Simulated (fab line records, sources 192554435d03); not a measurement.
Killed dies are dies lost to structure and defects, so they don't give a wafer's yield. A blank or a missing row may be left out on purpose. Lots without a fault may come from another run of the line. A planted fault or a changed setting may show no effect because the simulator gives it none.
Chamber matching | flow n5_finfet | N5_HKMG_FIN_CVD_62 on thermal_cvd_si-02: 3 sister chambers
The step deposits a-Si from Si2H6, target thk 3 nm, time 20.8 s. 3 wafers are shown with their chamber, then 12 later ones without.

WAFERS WITH THEIR CHAMBER
wafer  | chamber | heater_power_w (W)
L089.1 | 2       | 1252
L089.4 | 0       | 1314
L089.6 | 1       | 1421

WAFERS WITHOUT THEIR CHAMBER
wafer  | heater_power_w (W)
L091.4 | 1307
L091.5 | 1258
L091.6 | 1482
L093.2 | 1410
L093.4 | 1243
L093.5 | 1440
L095.2 | 1458
L095.3 | 1249
L095.6 | 1279
L097.3 | 1273
L097.4 | 1239
L097.5 | 1313

WHICH CHAMBER EACH WENT THROUGH
wafer  | from the rows above     | in truth
L091.4 | can't be placed: 0 or 2 | 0
L091.5 | 2                       | 2
L091.6 | 1                       | 1
L093.2 | 1                       | 1
L093.4 | 2                       | 2
L093.5 | 1                       | 1
L095.2 | 1                       | 1
L095.3 | 2                       | 2
L095.6 | can't be placed: 2 or 0 | 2
L097.3 | can't be placed: 2 or 0 | 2
L097.4 | 2                       | 2
L097.5 | 0                       | 0
Placed correctly: 9 of 12. Can't be placed from these rows: 3 (the true chamber is among the candidates in 3). Placed wrongly: 0.
How it was worked out, from the rows above alone: a wafer's distance from a chamber is the root of the sum, over the readings, of the square of ((its reading less the chamber's mean) divided by the reading's scatter). The wafer belongs to the nearest chamber; if the next one is less than 2 further off, it can't be placed. A chamber's mean is the mean of its shown wafers. The scatter: with one shown wafer a chamber, the root of the mean of the squares of how far each hidden wafer lies from its nearest shown one.
